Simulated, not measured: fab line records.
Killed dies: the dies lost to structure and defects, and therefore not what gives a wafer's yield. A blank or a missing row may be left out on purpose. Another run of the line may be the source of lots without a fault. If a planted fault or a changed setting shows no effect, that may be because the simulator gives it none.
What tool caused it? :: flow nandHarc :: Sampling: 11 lots, 33 wafers, 3 of 1159 route steps

## WHAT THE GAUGES READ, wafer by wafer
NHARC_P_M0_CD_MEAS_09 targets a cd of 90 nm.
lot: L595
measured: day 5 19:54
on: cdSem-01
cdNm (nm): 88.6 88.6 87.7

lot: L597
measured: day 6 16:53
on: cdSem-02
cdNm (nm): 90.7 89.0 89.6

lot: L599
measured: day 6 18:34
on: cdSem-01
cdNm (nm): 88.4 87.9 88.7

lot: L598
measured: day 7 01:20
on: cdSem-03
cdNm (nm): 88.9 89.2 88.2

lot: L601
measured: day 7 14:34
on: cdSem-02
cdNm (nm): 95.2 94.6 94.8

lot: L604
measured: day 8 13:23
on: cdSem-03
cdNm (nm): 94.7 94.3 94.4

lot: L610
measured: day 10 02:37
on: cdSem-02
cdNm (nm): 90.6 91.2 90.8

lot: L614
measured: day 10 12:07
on: cdSem-03
cdNm (nm): 90.5 91.3 91.1

lot: L613
measured: day 10 12:29
on: cdSem-02
cdNm (nm): 89.5 90.8 91.0

lot: L615
measured: day 11 05:58
on: cdSem-03
cdNm (nm): 90.5 90.6 90.5

lot: L616
measured: day 11 06:28
on: cdSem-01
cdNm (nm): 89.2 88.9 88.7

## WHICH TOOL RAN EACH LOT (tool, then ch and the chambers of the sampled wafers, then the start)
lot: L595
NHARC_P_CONTACT_ETCH_31: rieDiel-07 ch 1,2,3, day 5 19:49 or earlier
NHARC_P_M0_PEB_07: lithoTrack-01 ch 0, day 5 19:49

lot: L597
NHARC_P_CONTACT_ETCH_31: rieDiel-07 ch 0,1,2, day 6 16:49 or earlier
NHARC_P_M0_PEB_07: lithoTrack-06 ch 0, day 6 16:49

lot: L599
NHARC_P_CONTACT_ETCH_31: rieDiel-07 ch 0,1,3, day 6 18:29 or earlier
NHARC_P_M0_PEB_07: lithoTrack-01 ch 0, day 6 18:29

lot: L598
NHARC_P_CONTACT_ETCH_31: rieDiel-07 ch 1,3, day 7 01:16 or earlier
NHARC_P_M0_PEB_07: lithoTrack-01 ch 0, day 7 01:16

lot: L601
NHARC_P_CONTACT_ETCH_31: rieDiel-11 ch 0,1,3, day 7 14:29 or earlier
NHARC_P_M0_PEB_07: lithoTrack-01 ch 0, day 7 14:29

lot: L604
NHARC_P_CONTACT_ETCH_31: rieDiel-07 ch 0,1,3, day 8 13:19 or earlier
NHARC_P_M0_PEB_07: lithoTrack-01 ch 0, day 8 13:19

lot: L610
NHARC_P_CONTACT_ETCH_31: rieDiel-02 ch 0,3, day 10 02:32 or earlier
NHARC_P_M0_PEB_07: lithoTrack-06 ch 0, day 10 02:32

lot: L614
NHARC_P_CONTACT_ETCH_31: rieDiel-11 ch 1,2,3, day 10 12:02 or earlier
NHARC_P_M0_PEB_07: lithoTrack-04 ch 0, day 10 12:02

lot: L613
NHARC_P_CONTACT_ETCH_31: rieDiel-11 ch 0,2,3, day 10 12:24 or earlier
NHARC_P_M0_PEB_07: lithoTrack-04 ch 0, day 10 12:24

lot: L615
NHARC_P_CONTACT_ETCH_31: rieDiel-11 ch 2,3, day 11 05:53 or earlier
NHARC_P_M0_PEB_07: lithoTrack-04 ch 0, day 11 05:53

lot: L616
NHARC_P_CONTACT_ETCH_31: rieDiel-11 ch 0,1,2, day 11 06:22 or earlier
NHARC_P_M0_PEB_07: lithoTrack-01 ch 0, day 11 06:22
- NHARC_P_CONTACT_ETCH_31: etches the open film in CH3F/O2, target depth 30 nm, time 85.7 s.
- NHARC_P_M0_PEB_07: peb time 65 s.

## THE ANSWER, worked out from the rows above alone
Rule: the usual values come from the lots themselves. The widest of any qualifying gaps counts: lots, ordered by their means at a reading, are off when they make up no more than a third of the lots, leave a main group of 4 or more, and stand apart from it by 3 or more times the standard deviation of that group's means. A main group whose means are all the same, to the digits that the tables above print for the reading, isn't used. A lot without any number at a reading at which 4 lots or more have one is off too. All remaining lots with rows at the step are treated as sound.
Off: L601, L604, at NHARC_P_M0_CD_MEAS_09 (cdNm). For the main group the mean is 89.7 nm and the standard deviation 1.
A tool fits if, at a process step before that reading, it ran every lot that is off, and no sound lot after the first of them. Gauges at NHARC_P_M0_CD_MEAS_09: tried the same way as those tools. NHARC_P_CONTACT_ETCH_31 gives no start for some lots, so the hours and the order of its lots are those of NHARC_P_M0_PEB_07. Not one of the candidates tried fits.

## WHAT THE SIMULATOR HAD INSERTED
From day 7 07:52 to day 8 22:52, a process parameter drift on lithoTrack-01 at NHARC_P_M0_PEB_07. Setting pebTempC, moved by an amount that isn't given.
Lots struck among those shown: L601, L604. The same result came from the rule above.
